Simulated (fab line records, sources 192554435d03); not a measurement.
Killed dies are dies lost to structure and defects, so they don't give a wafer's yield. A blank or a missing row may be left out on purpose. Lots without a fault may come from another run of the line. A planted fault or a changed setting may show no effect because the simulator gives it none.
Which tool did it? | flow n5_finfet | 12 lots, 36 wafers sampled, at 1 step of a route of 1938

WHAT THE GAUGES READ, wafer by wafer
N5_BEOL_M7_OCD_MEAS_38.
lot  | measured     | on     | trench_depth_nm (nm)
L075 | day 8 18:26  | ocd-02 | 91.1 94.2 90.7
L077 | day 9 13:17  | ocd-02 | 93.9 91.9 92.1
L079 | day 9 22:35  | ocd-01 | 94.6 91.2 92.4
L081 | day 10 11:49 | ocd-01 | 93.4 91.7 90.8
L082 | day 10 20:07 | ocd-01 | 94.1 90.8 91.1
L085 | day 11 09:04 | ocd-02 | 93.7 91.1 90.5
L087 | day 11 22:53 | ocd-02 | 95.3 94.7 95.8
L090 | day 12 06:40 | ocd-02 | 94.3 90.7 93.0
L089 | day 12 15:57 | ocd-01 | 96.1 93.2 92.9
L093 | day 13 05:43 | ocd-01 | 94.6 91.5 94.8
L095 | day 13 14:14 | ocd-02 | 96.1 93.6 92.9
L097 | day 14 18:55 | ocd-01 | 93.9 94.5 94.7

WHICH TOOL RAN EACH LOT (tool, then ch and the chambers of the sampled wafers, then the start)
The record holds no process step before these readings.

THE ANSWER, worked out from the rows above alone
Rule: what is usual is taken from the lots themselves. Put in order of their means at a reading, lots are off if they are a third of the lots or fewer, leave a main group of 4 or more, and stand apart from it by a gap of 3 or more times the standard deviation of the main group's means; of several such gaps the widest counts. A main group whose means are all the same, to the digits that the tables above print for the reading, isn't used. A lot without any number at a reading at which 4 lots or more have one is off too. The other lots that the step has rows for count as sound.
No lot is off at any reading shown: from this, nothing can be told.

WHAT THE SIMULATOR HAD PUT IN
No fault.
